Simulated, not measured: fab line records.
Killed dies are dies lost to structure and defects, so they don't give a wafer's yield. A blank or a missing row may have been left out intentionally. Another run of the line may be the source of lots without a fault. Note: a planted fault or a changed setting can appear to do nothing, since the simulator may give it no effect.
fab line records / flow nand-harc
record lots=12 wafers=36 last-day=24
route steps=1159 shown A_BLC@982 A_M0@1005
lots with no fault: from the same line, run without faults
start-h: hours from the record's first day to the start of the lot's first wafer shown / wait-h: how many hours have passed since the lot's step before this one / " the same as in the row above / L1.1+2: one row covering several wafers at once / - value missing, or start not given / * or withheld: withheld / < > ~ a bound
route shown NAME@n: names a module that has steps shown in the file, with the first one's number in the route / usual: mean/standard deviation taken from wafers without a fault / same: alike in all rows / chamber/n: place in a boat / sites: readings site by site / _std_site: the values' standard deviation / _edge_site: mean of outer sites minus mean of inner sites / radius-mm: how far each site lies from the wafer's centre / mask NAME#n: copy n / behind: the most recent tool/chamber to have shaped the wafer / hold: the reason the lot was held/the length of the hold in hours/how it ended / device: the transistor (n, p or np) that didn't switch / end of line: the tests these same wafers got at the end of their route / for a step that has no rows: nothing shown but its recipe / killed: count of dies lost to structure and defects at first sort (not the wafer's yield) / map: the dies of a wafer, with x for killed, . for not killed, _ for no die there
set.NAME: the setting that was run; set.NAME@STEP: the one run at that earlier step / model.NAME: the simulator's own value behind a step, which no gauge read
a sample of lots followed through the steps of the route, with each step as a table and each wafer as a row
services: a tool's chamber out of use, with start hour (start-h, from the record's first day; less than 0 if before it), hours out, and reason
## steps
# step NHARC_A_BLC_STRIP_29
# recipe cf4-flow-sccm=150 ar-flow-sccm=0 bias-w=0 chemistry=CF4
# usual drypump-motor-current-A=5.9/0.49 oes-product-au=0.998/0.011 rf-vpp-V=59.2/0.84 showerhead-plenum-p-Torr=1.73/0.042 throttle-valve-pct=13.285/0.0094
lot.wafer=L648.4 tool=rie-diel-07 chamber=3 start-h=396.12 wait-h=0.1 drypump-motor-current-A=6.2 oes-product-au=0.983 rf-hours-counter-h=17 rf-vpp-V=59.2 showerhead-plenum-p-Torr=1.72 throttle-valve-pct=13.295
lot.wafer=L648.2 tool=rie-diel-07 chamber=0 start-h=396.12 wait-h=0.1 drypump-motor-current-A=5.8 oes-product-au=1.005 rf-hours-counter-h=15 rf-vpp-V=58.4 showerhead-plenum-p-Torr=1.73 throttle-valve-pct=13.271
lot.wafer=L648.1 tool=rie-diel-07 chamber=2 start-h=396.12 wait-h=0.1 drypump-motor-current-A=6.2 oes-product-au=1.005 rf-hours-counter-h=16 rf-vpp-V=58.5 showerhead-plenum-p-Torr=1.71 throttle-valve-pct=13.274
lot.wafer=L647.3 tool=rie-diel-05 chamber=0 start-h=397.22 wait-h=0.1 drypump-motor-current-A=6.5 oes-product-au=1.005 rf-hours-counter-h=15 rf-vpp-V=58.7 showerhead-plenum-p-Torr=1.68 throttle-valve-pct=13.280
lot.wafer=L647.4 tool=rie-diel-05 chamber=2 start-h=397.22 wait-h=0.1 drypump-motor-current-A=5.3 oes-product-au=1.005 rf-hours-counter-h=19 rf-vpp-V=59.1 showerhead-plenum-p-Torr=1.78 throttle-valve-pct=13.270
lot.wafer=L647.6 tool=rie-diel-05 chamber=0 start-h=397.22 wait-h=0.1 drypump-motor-current-A=6.5 oes-product-au=0.991 rf-hours-counter-h=- rf-vpp-V=58.2 showerhead-plenum-p-Torr=1.68 throttle-valve-pct=13.283
lot.wafer=L650.2 tool=rie-diel-10 chamber=0 start-h=408.60 wait-h=0.1 drypump-motor-current-A=5.7 oes-product-au=0.990 rf-hours-counter-h=5 rf-vpp-V=60.0 showerhead-plenum-p-Torr=1.75 throttle-valve-pct=13.280
lot.wafer=L650.4 tool=rie-diel-10 chamber=2 start-h=408.60 wait-h=0.1 drypump-motor-current-A=6.5 oes-product-au=0.995 rf-hours-counter-h=5 rf-vpp-V=59.1 showerhead-plenum-p-Torr=1.80 throttle-valve-pct=13.282
lot.wafer=L650.6 tool=rie-diel-10 chamber=0 start-h=408.60 wait-h=0.1 drypump-motor-current-A=5.7 oes-product-au=1.011 rf-hours-counter-h=- rf-vpp-V=59.7 showerhead-plenum-p-Torr=1.75 throttle-valve-pct=13.286
lot.wafer=L651.1 tool=rie-diel-10 chamber=3 start-h=413.48 wait-h=0.1 drypump-motor-current-A=5.6 oes-product-au=0.980 rf-hours-counter-h=6 rf-vpp-V=59.4 showerhead-plenum-p-Torr=1.75 throttle-valve-pct=13.295
lot.wafer=L651.4 tool=rie-diel-10 chamber=1 start-h=413.48 wait-h=0.1 drypump-motor-current-A=5.2 oes-product-au=0.988 rf-hours-counter-h=6 rf-vpp-V=58.9 showerhead-plenum-p-Torr=1.70 throttle-valve-pct=13.287
lot.wafer=L651.2 tool=rie-diel-10 chamber=2 start-h=413.48 wait-h=0.1 drypump-motor-current-A=6.5 oes-product-au=0.983 rf-hours-counter-h=6 rf-vpp-V=57.8 showerhead-plenum-p-Torr=1.80 throttle-valve-pct=13.286
lot.wafer=L653.4 tool=rie-diel-07 chamber=3 start-h=442.91 wait-h=0.1 drypump-motor-current-A=6.3 oes-product-au=1.015 rf-hours-counter-h=2 rf-vpp-V=59.2 showerhead-plenum-p-Torr=1.72 throttle-valve-pct=13.285
lot.wafer=L653.3 tool=rie-diel-07 chamber=0 start-h=442.91 wait-h=0.1 drypump-motor-current-A=5.8 oes-product-au=1.008 rf-hours-counter-h=2 rf-vpp-V=60.0 showerhead-plenum-p-Torr=1.73 throttle-valve-pct=13.287
lot.wafer=L653.6 tool=rie-diel-07 chamber=2 start-h=442.91 wait-h=0.1 drypump-motor-current-A=6.1 oes-product-au=1.011 rf-hours-counter-h=- rf-vpp-V=59.4 showerhead-plenum-p-Torr=1.71 throttle-valve-pct=13.275
lot.wafer=L654.2 tool=rie-diel-05 chamber=1 start-h=448.93 wait-h=0.1 drypump-motor-current-A=5.2 oes-product-au=0.991 rf-hours-counter-h=38 rf-vpp-V=59.8 showerhead-plenum-p-Torr=1.80 throttle-valve-pct=13.278
lot.wafer=L654.3 tool=rie-diel-05 chamber=3 start-h=448.93 wait-h=0.1 drypump-motor-current-A=6.6 oes-product-au=0.987 rf-hours-counter-h=36 rf-vpp-V=57.7 showerhead-plenum-p-Torr=1.67 throttle-valve-pct=13.278
lot.wafer=L654.1 tool=rie-diel-05 chamber=0 start-h=448.93 wait-h=0.1 drypump-motor-current-A=6.5 oes-product-au=0.990 rf-hours-counter-h=33 rf-vpp-V=58.3 showerhead-plenum-p-Torr=1.68 throttle-valve-pct=13.271
lot.wafer=L652.1 tool=rie-diel-10 chamber=1 start-h=454.47 wait-h=0.1 drypump-motor-current-A=5.2 oes-product-au=0.985 rf-hours-counter-h=8 rf-vpp-V=58.2 showerhead-plenum-p-Torr=1.70 throttle-valve-pct=13.274
lot.wafer=L652.4 tool=rie-diel-10 chamber=3 start-h=454.47 wait-h=0.1 drypump-motor-current-A=5.6 oes-product-au=0.988 rf-hours-counter-h=10 rf-vpp-V=57.3 showerhead-plenum-p-Torr=1.75 throttle-valve-pct=13.287
lot.wafer=L652.2 tool=rie-diel-10 chamber=0 start-h=454.47 wait-h=0.1 drypump-motor-current-A=5.7 oes-product-au=1.003 rf-hours-counter-h=9 rf-vpp-V=59.2 showerhead-plenum-p-Torr=1.75 throttle-valve-pct=13.276
lot.wafer=L655.4 tool=rie-diel-05 chamber=3 start-h=456.09 wait-h=0.1 drypump-motor-current-A=6.7 oes-product-au=0.990 rf-hours-counter-h=39 rf-vpp-V=58.1 showerhead-plenum-p-Torr=1.67 throttle-valve-pct=13.284
lot.wafer=L655.5 tool=rie-diel-05 chamber=0 start-h=456.09 wait-h=0.1 drypump-motor-current-A=6.5 oes-product-au=0.988 rf-hours-counter-h=- rf-vpp-V=59.6 showerhead-plenum-p-Torr=1.68 throttle-valve-pct=13.283
lot.wafer=L655.6 tool=rie-diel-05 chamber=1 start-h=456.09 wait-h=0.1 drypump-motor-current-A=5.2 oes-product-au=0.985 rf-hours-counter-h=- rf-vpp-V=61.3 showerhead-plenum-p-Torr=1.79 throttle-valve-pct=13.289
lot.wafer=L660.1 tool=rie-diel-10 chamber=3 start-h=462.22 wait-h=0.1 drypump-motor-current-A=5.6 oes-product-au=0.984 rf-hours-counter-h=11 rf-vpp-V=59.9 showerhead-plenum-p-Torr=1.75 throttle-valve-pct=13.281
lot.wafer=L660.5 tool=rie-diel-10 chamber=3 start-h=462.22 wait-h=0.1 drypump-motor-current-A=5.6 oes-product-au=0.987 rf-hours-counter-h=- rf-vpp-V=60.5 showerhead-plenum-p-Torr=1.75 throttle-valve-pct=13.279
lot.wafer=L660.6 tool=rie-diel-10 chamber=0 start-h=462.22 wait-h=0.1 drypump-motor-current-A=5.7 oes-product-au=1.010 rf-hours-counter-h=- rf-vpp-V=60.7 showerhead-plenum-p-Torr=1.75 throttle-valve-pct=13.290
lot.wafer=L662.3 tool=rie-diel-05 chamber=2 start-h=477.77 wait-h=0.1 drypump-motor-current-A=5.3 oes-product-au=1.011 rf-hours-counter-h=48 rf-vpp-V=59.6 showerhead-plenum-p-Torr=1.77 throttle-valve-pct=13.302
lot.wafer=L662.4 tool=rie-diel-05 chamber=3 start-h=477.77 wait-h=0.1 drypump-motor-current-A=6.6 oes-product-au=0.988 rf-hours-counter-h=47 rf-vpp-V=58.8 showerhead-plenum-p-Torr=1.67 throttle-valve-pct=13.297
lot.wafer=L662.5 tool=rie-diel-05 chamber=0 start-h=477.77 wait-h=0.1 drypump-motor-current-A=6.5 oes-product-au=1.013 rf-hours-counter-h=- rf-vpp-V=59.5 showerhead-plenum-p-Torr=1.68 throttle-valve-pct=13.284
lot.wafer=L661.3 tool=rie-diel-07 chamber=2 start-h=485.52 wait-h=0.1 drypump-motor-current-A=6.2 oes-product-au=1.014 rf-hours-counter-h=7 rf-vpp-V=59.3 showerhead-plenum-p-Torr=1.71 throttle-valve-pct=13.286
lot.wafer=L661.2 tool=rie-diel-07 chamber=3 start-h=485.52 wait-h=0.1 drypump-motor-current-A=6.3 oes-product-au=1.006 rf-hours-counter-h=7 rf-vpp-V=59.8 showerhead-plenum-p-Torr=1.72 throttle-valve-pct=13.298
lot.wafer=L661.5 tool=rie-diel-07 chamber=1 start-h=485.52 wait-h=0.1 drypump-motor-current-A=5.8 oes-product-au=1.006 rf-hours-counter-h=- rf-vpp-V=58.3 showerhead-plenum-p-Torr=1.65 throttle-valve-pct=13.273
lot.wafer=L664.1 tool=rie-diel-10 chamber=1 start-h=491.74 wait-h=0.1 drypump-motor-current-A=5.2 oes-product-au=0.997 rf-hours-counter-h=12 rf-vpp-V=60.0 showerhead-plenum-p-Torr=1.70 throttle-valve-pct=13.281
lot.wafer=L664.5 tool=rie-diel-10 chamber=1 start-h=491.74 wait-h=0.1 drypump-motor-current-A=5.2 oes-product-au=0.994 rf-hours-counter-h=- rf-vpp-V=58.8 showerhead-plenum-p-Torr=1.70 throttle-valve-pct=13.286
lot.wafer=L664.6 tool=rie-diel-10 chamber=2 start-h=491.74 wait-h=0.1 drypump-motor-current-A=6.5 oes-product-au=1.000 rf-hours-counter-h=- rf-vpp-V=58.7 showerhead-plenum-p-Torr=1.79 throttle-valve-pct=13.303
# step NHARC_A_M0_OVL_MEAS_10
# recipe pitch-nm=160
# usual overlay-x-nm=0.0/0.66 overlay-y-nm=0.2/0.92
lot.wafer=L648.1 tool=overlay-02 chamber=- start-h=399.03 wait-h=- overlay-x-nm=-0.5 overlay-y-nm=-0.9
lot.wafer=L648.2 tool=overlay-02 chamber=- start-h=399.03 wait-h=- overlay-x-nm=-0.1 overlay-y-nm=-0.5
lot.wafer=L648.4 tool=overlay-02 chamber=- start-h=399.03 wait-h=- overlay-x-nm=0.2 overlay-y-nm=-0.7
lot.wafer=L647.3 tool=overlay-01 chamber=- start-h=402.19 wait-h=- overlay-x-nm=0.1 overlay-y-nm=0.9
lot.wafer=L647.4 tool=overlay-01 chamber=- start-h=402.19 wait-h=- overlay-x-nm=0.2 overlay-y-nm=0.5
lot.wafer=L647.6 tool=overlay-01 chamber=- start-h=402.19 wait-h=- overlay-x-nm=0.7 overlay-y-nm=0.1
lot.wafer=L650.2 tool=overlay-01 chamber=- start-h=413.03 wait-h=- overlay-x-nm=0.8 overlay-y-nm=1.2
lot.wafer=L650.4 tool=overlay-01 chamber=- start-h=413.03 wait-h=- overlay-x-nm=0.1 overlay-y-nm=0.4
lot.wafer=L650.6 tool=overlay-01 chamber=- start-h=413.03 wait-h=- overlay-x-nm=0.8 overlay-y-nm=0.9
lot.wafer=L651.1 tool=overlay-02 chamber=- start-h=416.43 wait-h=- overlay-x-nm=-0.4 overlay-y-nm=0.9
lot.wafer=L651.2 tool=overlay-02 chamber=- start-h=416.43 wait-h=- overlay-x-nm=0.0 overlay-y-nm=0.7
lot.wafer=L651.4 tool=overlay-02 chamber=- start-h=416.43 wait-h=- overlay-x-nm=-0.4 overlay-y-nm=0.6
lot.wafer=L653.3 tool=overlay-02 chamber=- start-h=445.98 wait-h=- overlay-x-nm=-1.4 overlay-y-nm=1.1
lot.wafer=L653.4 tool=overlay-02 chamber=- start-h=445.98 wait-h=- overlay-x-nm=-0.7 overlay-y-nm=0.8
lot.wafer=L653.6 tool=overlay-02 chamber=- start-h=445.98 wait-h=- overlay-x-nm=-0.8 overlay-y-nm=1.0
lot.wafer=L654.1 tool=overlay-02 chamber=- start-h=452.93 wait-h=- overlay-x-nm=0.4 overlay-y-nm=1.4
lot.wafer=L654.2 tool=overlay-02 chamber=- start-h=452.93 wait-h=- overlay-x-nm=1.4 overlay-y-nm=1.2
lot.wafer=L654.3 tool=overlay-02 chamber=- start-h=452.93 wait-h=- overlay-x-nm=0.6 overlay-y-nm=2.3
lot.wafer=L652.1 tool=overlay-02 chamber=- start-h=460.71 wait-h=- overlay-x-nm=0.5 overlay-y-nm=0.3
lot.wafer=L652.2 tool=overlay-02 chamber=- start-h=460.71 wait-h=- overlay-x-nm=0.4 overlay-y-nm=-0.4
lot.wafer=L652.4 tool=overlay-02 chamber=- start-h=460.71 wait-h=- overlay-x-nm=1.2 overlay-y-nm=-0.3
lot.wafer=L655.4 tool=overlay-01 chamber=- start-h=462.13 wait-h=- overlay-x-nm=-0.5 overlay-y-nm=1.2
lot.wafer=L655.5 tool=overlay-01 chamber=- start-h=462.13 wait-h=- overlay-x-nm=-0.1 overlay-y-nm=1.4
lot.wafer=L655.6 tool=overlay-01 chamber=- start-h=462.13 wait-h=- overlay-x-nm=-1.1 overlay-y-nm=0.9
lot.wafer=L660.1 tool=overlay-01 chamber=- start-h=467.94 wait-h=- overlay-x-nm=0.4 overlay-y-nm=-0.6
lot.wafer=L660.5 tool=overlay-01 chamber=- start-h=467.94 wait-h=- overlay-x-nm=-0.5 overlay-y-nm=-0.9
lot.wafer=L660.6 tool=overlay-01 chamber=- start-h=467.94 wait-h=- overlay-x-nm=0.0 overlay-y-nm=-0.2
lot.wafer=L662.3 tool=overlay-02 chamber=- start-h=485.12 wait-h=- overlay-x-nm=0.2 overlay-y-nm=-1.9
lot.wafer=L662.4 tool=overlay-02 chamber=- start-h=485.12 wait-h=- overlay-x-nm=0.2 overlay-y-nm=-1.8
lot.wafer=L662.5 tool=overlay-02 chamber=- start-h=485.12 wait-h=- overlay-x-nm=-0.4 overlay-y-nm=-2.0
lot.wafer=L661.2 tool=overlay-02 chamber=- start-h=491.25 wait-h=- overlay-x-nm=-0.6 overlay-y-nm=0.6
lot.wafer=L661.3 tool=overlay-02 chamber=- start-h=491.25 wait-h=- overlay-x-nm=-0.1 overlay-y-nm=0.5
lot.wafer=L661.5 tool=overlay-02 chamber=- start-h=491.25 wait-h=- overlay-x-nm=-0.2 overlay-y-nm=1.2
lot.wafer=L664.1 tool=overlay-02 chamber=- start-h=498.04 wait-h=- overlay-x-nm=-0.1 overlay-y-nm=-1.7
lot.wafer=L664.5 tool=overlay-02 chamber=- start-h=498.04 wait-h=- overlay-x-nm=0.0 overlay-y-nm=-1.1
lot.wafer=L664.6 tool=overlay-02 chamber=- start-h=498.04 wait-h=- overlay-x-nm=0.2 overlay-y-nm=-0.9
# step NHARC_A_M0_INSPECT_11
# usual raw-defect-count=34/15
lot.wafer=L648.1 tool=defect-inspect-01 chamber=- start-h=399.07 wait-h=0.0 raw-defect-count=23
lot.wafer=L648.2 tool=defect-inspect-01 chamber=- start-h=399.07 wait-h=0.0 raw-defect-count=20
lot.wafer=L648.4 tool=defect-inspect-01 chamber=- start-h=399.07 wait-h=0.0 raw-defect-count=20
lot.wafer=L647.3 tool=defect-inspect-02 chamber=- start-h=402.23 wait-h=0.0 raw-defect-count=22
lot.wafer=L647.4 tool=defect-inspect-02 chamber=- start-h=402.23 wait-h=0.0 raw-defect-count=17
lot.wafer=L647.6 tool=defect-inspect-02 chamber=- start-h=402.23 wait-h=0.0 raw-defect-count=19
lot.wafer=L650.2 tool=defect-inspect-01 chamber=- start-h=413.06 wait-h=0.0 raw-defect-count=24
lot.wafer=L650.4 tool=defect-inspect-01 chamber=- start-h=413.06 wait-h=0.0 raw-defect-count=28
lot.wafer=L650.6 tool=defect-inspect-01 chamber=- start-h=413.06 wait-h=0.0 raw-defect-count=38
lot.wafer=L651.1 tool=defect-inspect-01 chamber=- start-h=416.46 wait-h=0.0 raw-defect-count=29
lot.wafer=L651.2 tool=defect-inspect-01 chamber=- start-h=416.46 wait-h=0.0 raw-defect-count=28
lot.wafer=L651.4 tool=defect-inspect-01 chamber=- start-h=416.46 wait-h=0.0 raw-defect-count=30
lot.wafer=L653.3 tool=defect-inspect-01 chamber=- start-h=446.01 wait-h=0.0 raw-defect-count=21
lot.wafer=L653.4 tool=defect-inspect-01 chamber=- start-h=446.01 wait-h=0.0 raw-defect-count=20
lot.wafer=L653.6 tool=defect-inspect-01 chamber=- start-h=446.01 wait-h=0.0 raw-defect-count=19
lot.wafer=L654.1 tool=defect-inspect-01 chamber=- start-h=452.97 wait-h=0.0 raw-defect-count=25
lot.wafer=L654.2 tool=defect-inspect-01 chamber=- start-h=452.97 wait-h=0.0 raw-defect-count=21
lot.wafer=L654.3 tool=defect-inspect-01 chamber=- start-h=452.97 wait-h=0.0 raw-defect-count=35
lot.wafer=L652.1 tool=defect-inspect-01 chamber=- start-h=460.75 wait-h=0.0 raw-defect-count=48
lot.wafer=L652.2 tool=defect-inspect-01 chamber=- start-h=460.75 wait-h=0.0 raw-defect-count=47
lot.wafer=L652.4 tool=defect-inspect-01 chamber=- start-h=460.75 wait-h=0.0 raw-defect-count=49
lot.wafer=L655.4 tool=defect-inspect-02 chamber=- start-h=462.17 wait-h=0.0 raw-defect-count=32
lot.wafer=L655.5 tool=defect-inspect-02 chamber=- start-h=462.17 wait-h=0.0 raw-defect-count=36
lot.wafer=L655.6 tool=defect-inspect-02 chamber=- start-h=462.17 wait-h=0.0 raw-defect-count=27
lot.wafer=L660.1 tool=defect-inspect-01 chamber=- start-h=467.98 wait-h=0.0 raw-defect-count=31
lot.wafer=L660.5 tool=defect-inspect-01 chamber=- start-h=467.98 wait-h=0.0 raw-defect-count=36
lot.wafer=L660.6 tool=defect-inspect-01 chamber=- start-h=467.98 wait-h=0.0 raw-defect-count=30
lot.wafer=L662.3 tool=defect-inspect-01 chamber=- start-h=485.16 wait-h=0.0 raw-defect-count=56
lot.wafer=L662.4 tool=defect-inspect-01 chamber=- start-h=485.16 wait-h=0.0 raw-defect-count=51
lot.wafer=L662.5 tool=defect-inspect-01 chamber=- start-h=485.16 wait-h=0.0 raw-defect-count=55
lot.wafer=L661.2 tool=defect-inspect-02 chamber=- start-h=491.28 wait-h=0.0 raw-defect-count=17
lot.wafer=L661.3 tool=defect-inspect-02 chamber=- start-h=491.28 wait-h=0.0 raw-defect-count=17
lot.wafer=L661.5 tool=defect-inspect-02 chamber=- start-h=491.28 wait-h=0.0 raw-defect-count=16
lot.wafer=L664.1 tool=defect-inspect-01 chamber=- start-h=498.07 wait-h=0.0 raw-defect-count=50
lot.wafer=L664.5 tool=defect-inspect-01 chamber=- start-h=498.07 wait-h=0.0 raw-defect-count=47
lot.wafer=L664.6 tool=defect-inspect-01 chamber=- start-h=498.07 wait-h=0.0 raw-defect-count=59
# step NHARC_A_M0_ECD_22
# recipe target-thk-a=4000 bath-temp-c=25 material=Cu
lot.wafer=L648.1+2+4 tool=ecd-cu-02 chamber=1,0,1 start-h=400.47 wait-h=-
lot.wafer=L647.3+4+6 tool=ecd-cu-02 chamber=0,1,1 start-h=403.69 wait-h=-
lot.wafer=L650.2+4+6 tool=ecd-cu-01 chamber=1,0,1 start-h=414.58 wait-h=-
lot.wafer=L651.1+2+4 tool=ecd-cu-01 chamber=0,1,0 start-h=417.81 wait-h=-
lot.wafer=L653.4+3+6 tool=ecd-cu-01 chamber=1,0,1 start-h=447.45 wait-h=-
lot.wafer=L654.1+2+3 tool=ecd-cu-02 chamber=0,1,1 start-h=454.38 wait-h=-
lot.wafer=L652.2+1+4 tool=ecd-cu-01 chamber=0,1,0 start-h=462.14 wait-h=-
lot.wafer=L655.4+6+5 tool=ecd-cu-01 chamber=0,1,0 start-h=463.73 wait-h=-
lot.wafer=L660.1+5+6 tool=ecd-cu-01 chamber=0,1,0 start-h=469.45 wait-h=-
lot.wafer=L662.4+3+5 tool=ecd-cu-01 chamber=0,1,1 start-h=486.62 wait-h=-
lot.wafer=L661.2+3+5 tool=ecd-cu-02 chamber=1,1,0 start-h=492.70 wait-h=-
lot.wafer=L664.1+6+5 tool=ecd-cu-01 chamber=0,0,1 start-h=499.79 wait-h=-
# step NHARC_A_M0_CMP_23
# recipe t-overpolish-s=20 target-thk-nm=113.75
# usual motor-current-A=12.0/1.1 time-to-endpoint-s=29.7/2.5
lot.wafer=L648.2 tool=cmp-02 chamber=3 start-h=401.22 wait-h=- motor-current-A=13.3 time-to-endpoint-s=30.5
lot.wafer=L648.1 tool=cmp-02 chamber=0 start-h=401.22 wait-h=- motor-current-A=9.8 time-to-endpoint-s=30.8
lot.wafer=L648.4 tool=cmp-02 chamber=1 start-h=401.22 wait-h=- motor-current-A=13.9 time-to-endpoint-s=33.4
lot.wafer=L647.3 tool=cmp-04 chamber=1 start-h=404.42 wait-h=- motor-current-A=12.0 time-to-endpoint-s=28.3
lot.wafer=L647.4 tool=cmp-04 chamber=3 start-h=404.42 wait-h=- motor-current-A=11.1 time-to-endpoint-s=31.0
lot.wafer=L647.6 tool=cmp-04 chamber=0 start-h=404.42 wait-h=- motor-current-A=13.0 time-to-endpoint-s=27.4
lot.wafer=L650.2 tool=cmp-01 chamber=1 start-h=415.28 wait-h=- motor-current-A=11.2 time-to-endpoint-s=32.4
lot.wafer=L650.4 tool=cmp-01 chamber=2 start-h=415.28 wait-h=- motor-current-A=13.2 time-to-endpoint-s=25.2
lot.wafer=L650.6 tool=cmp-01 chamber=0 start-h=415.28 wait-h=- motor-current-A=13.1 time-to-endpoint-s=28.3
lot.wafer=L651.4 tool=cmp-02 chamber=1 start-h=418.53 wait-h=- motor-current-A=14.0 time-to-endpoint-s=31.3
lot.wafer=L651.2 tool=cmp-02 chamber=3 start-h=418.53 wait-h=- motor-current-A=13.3 time-to-endpoint-s=32.5
lot.wafer=L651.1 tool=cmp-02 chamber=0 start-h=418.53 wait-h=- motor-current-A=9.6 time-to-endpoint-s=31.1
lot.wafer=L653.3 tool=cmp-04 chamber=2 start-h=448.08 wait-h=- motor-current-A=10.9 time-to-endpoint-s=25.6
lot.wafer=L653.4 tool=cmp-04 chamber=3 start-h=448.08 wait-h=- motor-current-A=12.0 time-to-endpoint-s=26.0
lot.wafer=L653.6 tool=cmp-04 chamber=3 start-h=448.08 wait-h=- motor-current-A=11.5 time-to-endpoint-s=26.8
lot.wafer=L654.3 tool=cmp-01 chamber=0 start-h=455.11 wait-h=- motor-current-A=12.2 time-to-endpoint-s=30.4
lot.wafer=L654.2 tool=cmp-01 chamber=1 start-h=455.11 wait-h=- motor-current-A=11.6 time-to-endpoint-s=31.7
lot.wafer=L654.1 tool=cmp-01 chamber=2 start-h=455.11 wait-h=- motor-current-A=13.3 time-to-endpoint-s=27.1
lot.wafer=L652.1 tool=cmp-04 chamber=1 start-h=463.04 wait-h=- motor-current-A=12.8 time-to-endpoint-s=29.4
lot.wafer=L652.2 tool=cmp-04 chamber=2 start-h=463.04 wait-h=- motor-current-A=10.5 time-to-endpoint-s=25.6
lot.wafer=L652.4 tool=cmp-04 chamber=3 start-h=463.04 wait-h=- motor-current-A=11.4 time-to-endpoint-s=28.1
lot.wafer=L655.4 tool=cmp-01 chamber=1 start-h=464.30 wait-h=- motor-current-A=10.8 time-to-endpoint-s=32.4
lot.wafer=L655.6 tool=cmp-01 chamber=1 start-h=464.30 wait-h=- motor-current-A=11.9 time-to-endpoint-s=33.1
lot.wafer=L655.5 tool=cmp-01 chamber=2 start-h=464.30 wait-h=- motor-current-A=13.0 time-to-endpoint-s=28.8
lot.wafer=L660.1 tool=cmp-02 chamber=2 start-h=470.18 wait-h=- motor-current-A=11.4 time-to-endpoint-s=33.5
lot.wafer=L660.5 tool=cmp-02 chamber=0 start-h=470.18 wait-h=- motor-current-A=9.9 time-to-endpoint-s=30.0
lot.wafer=L660.6 tool=cmp-02 chamber=1 start-h=470.18 wait-h=- motor-current-A=13.1 time-to-endpoint-s=35.0
lot.wafer=L662.4 tool=cmp-01 chamber=3 start-h=487.24 wait-h=- motor-current-A=10.9 time-to-endpoint-s=30.9
lot.wafer=L662.3 tool=cmp-01 chamber=0 start-h=487.24 wait-h=- motor-current-A=12.1 time-to-endpoint-s=31.1
lot.wafer=L662.5 tool=cmp-01 chamber=0 start-h=487.24 wait-h=- motor-current-A=12.1 time-to-endpoint-s=29.6
lot.wafer=L661.2 tool=cmp-01 chamber=1 start-h=493.53 wait-h=- motor-current-A=11.4 time-to-endpoint-s=35.3
lot.wafer=L661.3 tool=cmp-01 chamber=0 start-h=493.53 wait-h=- motor-current-A=12.7 time-to-endpoint-s=31.3
lot.wafer=L661.5 tool=cmp-01 chamber=2 start-h=493.53 wait-h=- motor-current-A=14.0 time-to-endpoint-s=30.5
lot.wafer=L664.1 tool=cmp-01 chamber=0 start-h=500.60 wait-h=- motor-current-A=12.3 time-to-endpoint-s=57.7
lot.wafer=L664.6 tool=cmp-01 chamber=1 start-h=500.60 wait-h=- motor-current-A=11.6 time-to-endpoint-s=31.4
lot.wafer=L664.5 tool=cmp-01 chamber=2 start-h=500.60 wait-h=- motor-current-A=13.1 time-to-endpoint-s=56.9
## services
tool=rie-diel-10 chamber=0 start-h=375.32 hours=- kind=clean
tool=rie-diel-10 chamber=1 start-h=375.32 hours=- kind=clean
tool=rie-diel-10 chamber=2 start-h=375.32 hours=- kind=clean
tool=rie-diel-10 chamber=3 start-h=375.32 hours=- kind=clean
tool=cmp-01 chamber=- start-h=375.50 hours=4.0 kind=pm
tool=cmp-01 chamber=- start-h=379.50 hours=- kind=consumable-replace:conditioner
tool=cmp-01 chamber=- start-h=379.50 hours=- kind=consumable-replace:pad
tool=rie-diel-05 chamber=0 start-h=384.98 hours=7.7 kind=repair
tool=rie-diel-05 chamber=3 start-h=385.22 hours=1.5 kind=repair
tool=cmp-04 chamber=- start-h=399.01 hours=4.0 kind=pm
tool=rie-diel-10 chamber=0 start-h=399.82 hours=- kind=clean
tool=rie-diel-07 chamber=- start-h=405.23 hours=9.0 kind=pm
tool=cmp-04 chamber=- start-h=411.80 hours=1.7 kind=repair
tool=cmp-02 chamber=- start-h=428.29 hours=4.0 kind=pm
tool=rie-diel-05 chamber=- start-h=444.68 hours=0.8 kind=repair
tool=rie-diel-10 chamber=1 start-h=447.99 hours=3.9 kind=repair
tool=ecd-cu-01 chamber=- start-h=448.09 hours=8.0 kind=pm
tool=cmp-01 chamber=- start-h=473.50 hours=4.0 kind=pm
tool=cmp-04 chamber=- start-h=474.81 hours=1.0 kind=repair
tool=cmp-01 chamber=- start-h=477.50 hours=- kind=consumable-replace:conditioner
tool=cmp-01 chamber=- start-h=477.50 hours=- kind=consumable-replace:pad
tool=cmp-04 chamber=- start-h=483.77 hours=4.2 kind=repair
tool=cmp-04 chamber=- start-h=497.01 hours=4.0 kind=pm
tool=rie-diel-07 chamber=1 start-h=500.56 hours=20.5 kind=repair
## key
first-sign step=NHARC_A_M0_CMP_23 reading=time-to-endpoint-s direction=up sigmas=11 usual=* struck=*
effect none on later readings
met-at NHARC_A_M0_ECD_22
struck-lots L664
struck-wafers L664.1,L664.5
not-acting-at NHARC_A_BLC_STRIP_29,NHARC_A_M0_OVL_MEAS_10,NHARC_A_M0_INSPECT_11
onset-between 486.62 499.79
fault kind=process-parameter-drift tool=ecd-cu-01 chamber=- onset-h=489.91 steps=NHARC_A_M0_ECD_22 channel=target-thk-a offset=* shape=step end-h=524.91 scope=struck-wafers-only acts-in=* stated=*
